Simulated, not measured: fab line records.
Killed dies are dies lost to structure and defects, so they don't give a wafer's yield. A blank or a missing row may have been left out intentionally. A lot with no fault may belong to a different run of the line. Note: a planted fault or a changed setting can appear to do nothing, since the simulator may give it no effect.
Which tool was responsible? + flow n5 finfet + 8 lots, 24 wafers sampled, at 5 steps of a route of 1938

## WHAT THE GAUGES SHOWED, per wafer
N5_BEOL_M4_RC_MEAS_101. Usual: DIBL_N 35.3 mV/V, standard deviation 1.8; DIBL_P 35.2 mV/V, standard deviation 2.2; IOFF_N 0.144 nA/um, standard deviation 0.029; IOFF_P 0.19 nA/um, standard deviation 0.031; ION_N 670 uA/um, standard deviation 12; ION_P 460 uA/um, standard deviation 7.6; SS_N 71.2 mV/dec, standard deviation 0.62; SS_P 73.0 mV/dec, standard deviation 0.69; VT_N 251 mV, standard deviation 3.4; VT_P -251.4 mV, standard deviation 2.6.
| lot  | measured     | on        | DIBL_N (mV/V)  | DIBL_P (mV/V)  | IOFF_N (nA/um)    | IOFF_P (nA/um) | ION_N (uA/um) | ION_P (uA/um) | SS_N (mV/dec)  | SS_P (mV/dec)  | VT_N (mV)   | VT_P (mV)            | flag |
|------|--------------|-----------|----------------|----------------|-------------------|----------------|---------------|---------------|----------------|----------------|-------------|----------------------|------|
| L912 | day 12 13:22 | prober-01 | 35.1 37.0 37.7 | 34.1 36.3 36.9 | 0.134 0.153 0.171 | 0.17 0.19 0.19 | 676 673 674   | 463 455 457   | 71.4 71.4 72.1 | 71.9 73.8 73.1 | 252 250 247 | -254.0 -255.1 -252.8 |      |
| L914 | day 14 03:11 | prober-02 | 35.6 34.3 36.8 | 36.8 33.9 37.6 | 0.138 0.111 0.154 | 0.20 0.16 0.21 | 676 669 672   | 467 466 458   | 71.4 71.0 71.3 | 73.2 72.4 73.4 | 252 255 252 | -252.4 -254.0 -252.4 |      |
| L917 | day 14 03:51 | prober-01 | 35.2 36.2 37.1 | 35.2 36.5 38.4 | 0.151 0.167 0.194 | 0.20 0.22 0.26 | 655 669 677   | 453 463 463   | 72.2 72.6 71.3 | 73.2 73.1 73.8 | 251 248 246 | -252.5 -248.8 -247.0 |      |
| L918 | day 13 21:32 | prober-02 | 34.2 32.6 33.4 | 33.7 31.2 32.4 | 0.142 0.108 0.120 | 0.19 0.16 0.18 | 685 667 684   | 470 460 474   | 70.9 71.0 70.9 | 72.5 72.6 72.9 | 250 253 254 | -249.0 -253.1 -249.8 |      |
| L920 | day 14 12:19 | prober-01 | 35.8 37.0 33.9 | 35.3 37.5 33.2 | 0.138 0.159 0.114 | 0.20 0.23 0.16 | 668 661 651   | 456 460 450   | 71.2 71.6 70.2 | 73.1 72.8 72.4 | 250 250 254 | -249.3 -248.0 -253.4 |      |
| L921 | day 15 05:55 | prober-01 | 35.6 40.4 37.9 | 34.8 40.9 37.7 | 0.137 0.234 0.171 | 0.18 0.28 0.23 | 667 680 670   | 456 461 460   | 71.4 73.2 72.4 | 73.4 74.8 74.4 | 254 244 247 | -254.8 -247.3 -250.3 |      |

## EACH LOT AND THE TOOL THAT RAN IT (in order: tool; ch and the chambers of the sampled wafers; start)
| lot  | N5_BEOL_M0_SAQP_STRIP_108          | N5_BEOL_M0_SAQP_ETCH_73            | N5_BEOL_M0_SAQP_CUT_ETCH_46        | N5_BEOL_M0_SAQP_ALD_48            |
|------|------------------------------------|------------------------------------|------------------------------------|-----------------------------------|
| L908 | rie diel-01 ch 0,1,3, day 7 23:19  | rie diel-01 ch 0,1,3, day 8 00:52  | rie diel-01 ch 0,1,3, day 8 00:54  | ald sin-04 ch 0,1,3, day 8 01:22  |
| L909 | rie diel-01 ch 2,3, day 8 06:40    | rie diel-06 ch 1,2,3, day 8 08:14  | rie diel-06 ch 1,2,3, day 8 08:16  | ald sin-03 ch 0,1, day 8 08:28    |
| L912 | rie diel-02 ch 0,1,2, day 9 03:05  | rie diel-06 ch 0,2,3, day 9 04:38  | rie diel-06 ch 0,2,3, day 9 04:41  | ald sin-01 ch 0,2,3, day 9 05:07  |
| L914 | rie diel-02 ch 0,3, day 9 18:41    | rie diel-01 ch 1,3, day 9 20:08    | rie diel-01 ch 1,3, day 9 20:10    | ald sin-04 ch 0,2,3, day 9 20:23  |
| L917 | rie diel-06 ch 1,2,3, day 10 09:28 | rie diel-06 ch 0,1,2, day 10 11:02 | rie diel-06 ch 0,1,2, day 10 11:04 | ald sin-03 ch 0,1,3, day 10 11:16 |
| L918 | rie diel-06 ch 0,1,3, day 10 14:02 | rie diel-02 ch 0,1,3, day 10 15:40 | rie diel-02 ch 0,1,3, day 10 15:42 | ald sin-04 ch 0,2,3, day 10 15:58 |
| L920 | rie diel-02 ch 0,1,3, day 11 04:13 | rie diel-01 ch 0,1,2, day 11 06:01 | rie diel-01 ch 0,1,2, day 11 06:04 | ald sin-01 ch 1,2,3, day 11 06:16 |
| L921 | rie diel-01 ch 2,3, day 11 07:59   | rie diel-06 ch 0,3, day 11 09:33   | rie diel-06 ch 0,3, day 11 09:35   | ald sin-03 ch 0,1,2, day 11 09:47 |
- N5_BEOL_M0_SAQP_STRIP_108: strips in N2/H2.
- N5_BEOL_M0_SAQP_ETCH_73: etches SiARC in CF4, target depth 19.5 nm, time 32.5 s.
- N5_BEOL_M0_SAQP_CUT_ETCH_46: etches SOC in N2/H2, target depth 135 nm, overetch 27 nm, time 202.5 s.
- N5_BEOL_M0_SAQP_ALD_48: deposits SiO2, target thk 20 nm, pulse time 1 s, co reactant pulse time 1 s.

## AS READ BY THE TOOLS THEMSELVES (means over the sampled wafers that have a number; for cases with no such wafer, the mark the record gives instead)
N5_BEOL_M0_SAQP_STRIP_108. Usual: drypump motor current A 5.82 A, standard deviation 0.27; oes product au 0.79 a.u., standard deviation 0.094; rf vpp V 122.0 V, standard deviation 1; showerhead plenum p Torr 3.38 Torr, standard deviation 0.094; throttle valve pct 18.9 %, standard deviation 0.38.
| lot  | tool        | drypump motor current A (A) | oes product au (a.u.) | rf vpp V (V) | showerhead plenum p Torr (Torr) | throttle valve pct (%) | flag |
|------|-------------|-----------------------------|-----------------------|--------------|---------------------------------|------------------------|------|
| L908 | rie diel-01 | 5.82                        | 0.79                  | 122.1        | 3.40                            | 18.7                   |      |
| L909 | rie diel-01 | 5.62                        | 0.85                  | 121.3        | 3.30                            | 18.8                   |      |
| L912 | rie diel-02 | 5.89                        | 0.72                  | 121.7        | 3.40                            | 19.1                   |      |
| L914 | rie diel-02 | 5.84                        | 0.71                  | 120.9        | 3.29                            | 19.0                   |      |
| L917 | rie diel-06 | 5.90                        | 0.77                  | 122.0        | 3.38                            | 19.1                   |      |
| L918 | rie diel-06 | 5.83                        | 0.82                  | 122.4        | 3.36                            | 19.1                   |      |
| L920 | rie diel-02 | 6.01                        | 0.71                  | 123.0        | 3.38                            | 19.0                   |      |
| L921 | rie diel-01 | 5.61                        | 0.76                  | 121.6        | 3.30                            | 18.8                   |      |

N5_BEOL_M0_SAQP_ETCH_73. Usual: bias w 36.00 W, standard deviation 0.12; cf4 flow sccm 100.0 sccm, standard deviation 0.33; drypump motor current A 5.81 A, standard deviation 0.27; etch rf on time s 32.3 s, standard deviation 0.8; oes product au 0.66 a.u., standard deviation 0.077; rf vpp V 184.3 V, standard deviation 1.1; showerhead plenum p Torr 2.16 Torr, standard deviation 0.063; throttle valve pct 15.66 %, standard deviation 0.24.
| lot  | tool        | bias w (W) | cf4 flow sccm (sccm) | drypump motor current A (A) | etch rf on time s (s) | oes product au (a.u.) | rf vpp V (V) | showerhead plenum p Torr (Torr) | throttle valve pct (%) | flag |
|------|-------------|------------|----------------------|-----------------------------|-----------------------|-----------------------|--------------|---------------------------------|------------------------|------|
| L908 | rie diel-01 | 35.96      | 100.0                | 5.80                        | 32.9                  | 0.67                  | 184.7        | 2.18                            | 15.61                  |      |
| L909 | rie diel-06 | 36.00      | 99.8                 | 5.88                        | 31.8                  | 0.69                  | 183.9        | 2.15                            | 15.73                  |      |
| L912 | rie diel-06 | 35.95      | 99.9                 | 5.91                        | 32.6                  | 0.73                  | 184.0        | 2.11                            | 15.57                  |      |
| L914 | rie diel-01 | 36.10      | 99.9                 | 5.76                        | 33.3                  | 0.60                  | 184.1        | 2.15                            | 15.68                  |      |
| L917 | rie diel-06 | 36.08      | 99.9                 | 5.87                        | 32.6                  | 0.65                  | 183.4        | 2.14                            | 15.64                  |      |
| L918 | rie diel-02 | 36.01      | 100.1                | 5.99                        | 31.7                  | 0.61                  | 183.4        | 2.15                            | 15.75                  |      |
| L920 | rie diel-01 | 36.07      | 99.9                 | 5.84                        | 32.5                  | 0.71                  | 184.9        | 2.15                            | 15.62                  |      |
| L921 | rie diel-06 | 36.02      | 99.7                 | 5.88                        | 31.8                  | 0.75                  | 183.5        | 2.10                            | 15.61                  |      |

N5_BEOL_M0_SAQP_CUT_ETCH_46. Usual: bias w 150.0 W, standard deviation 0.43; chamber pressure mTorr 30.001 mTorr, standard deviation 0.027; drypump motor current A 5.81 A, standard deviation 0.27; rf vpp V 524.6 V, standard deviation 2.1; showerhead plenum p Torr 2.57 Torr, standard deviation 0.078; throttle valve pct 17.9 %, standard deviation 0.31.
| lot  | tool        | bias w (W) | chamber pressure mTorr (mTorr) | drypump motor current A (A) | rf vpp V (V) | showerhead plenum p Torr (Torr) | throttle valve pct (%) | flag |
|------|-------------|------------|--------------------------------|-----------------------------|--------------|---------------------------------|------------------------|------|
| L908 | rie diel-01 | -          | -                              | -                           | -            | -                               | -                      | OFF  |
| L909 | rie diel-06 | -          | -                              | -                           | -            | -                               | -                      | OFF  |
| L912 | rie diel-06 | 150.0      | 30.016                         | 5.92                        | 522.8        | 2.51                            | 17.8                   |      |
| L914 | rie diel-01 | 149.8      | 30.003                         | 5.81                        | 524.4        | 2.55                            | 17.8                   |      |
| L917 | rie diel-06 | 149.9      | 29.991                         | 5.87                        | 524.5        | 2.55                            | 17.9                   |      |
| L918 | rie diel-02 | 149.9      | 29.997                         | 5.98                        | 523.8        | 2.56                            | 17.9                   |      |
| L920 | rie diel-01 | 149.9      | 30.019                         | 5.86                        | 524.0        | 2.55                            | 17.8                   |      |
| L921 | rie diel-06 | 149.7      | 29.991                         | 5.89                        | 522.2        | 2.49                            | 17.9                   |      |

N5_BEOL_M0_SAQP_ALD_48. Usual: heater power w 81 W, standard deviation 6; precursor pulse height rel 1.001, standard deviation 0.019; susceptor temp C 99.99 C, standard deviation 0.12.
| lot  | tool       | heater power w (W) | precursor pulse height rel | susceptor temp C (C) | flag |
|------|------------|--------------------|----------------------------|----------------------|------|
| L908 | ald sin-04 | 85                 | 0.984                      | 100.10               |      |
| L909 | ald sin-03 | 81                 | 1.023                      | 99.94                |      |
| L912 | ald sin-01 | 73                 | 1.005                      | 99.96                |      |
| L914 | ald sin-04 | 88                 | 0.989                      | 99.98                |      |
| L917 | ald sin-03 | 83                 | 1.012                      | 100.08               |      |
| L918 | ald sin-04 | 87                 | 0.999                      | 100.08               |      |
| L920 | ald sin-01 | 76                 | 0.999                      | 100.00               |      |
| L921 | ald sin-03 | 84                 | 0.999                      | 100.01               |      |

## THE ANSWER, worked out from the rows above alone
Rule: a lot counts as off when the mean over its wafers that have a number is more than 3 standard deviations away from the usual mean. Also off: a lot with no number at a reading for which 4 or more lots have one. Any other lot the step has rows for is counted as sound. Order of review: gauges by route order, followed by the tools' own readings, for which a lot's mean as printed above is used. The first step at which some lot is off is used, and at that step the reading that is off furthest; a lot without a number counts as furthest.
Off: L908, L909 (N5_BEOL_M0_SAQP_CUT_ETCH_46, bias w). Without a number there: L908, L909.
If a tool, at that step or one of the process steps before it, ran each lot that is off and ran no sound lot following the first of them, it fits. Of those tried, none fits.

## WHAT WAS PUT IN BY THE SIMULATOR
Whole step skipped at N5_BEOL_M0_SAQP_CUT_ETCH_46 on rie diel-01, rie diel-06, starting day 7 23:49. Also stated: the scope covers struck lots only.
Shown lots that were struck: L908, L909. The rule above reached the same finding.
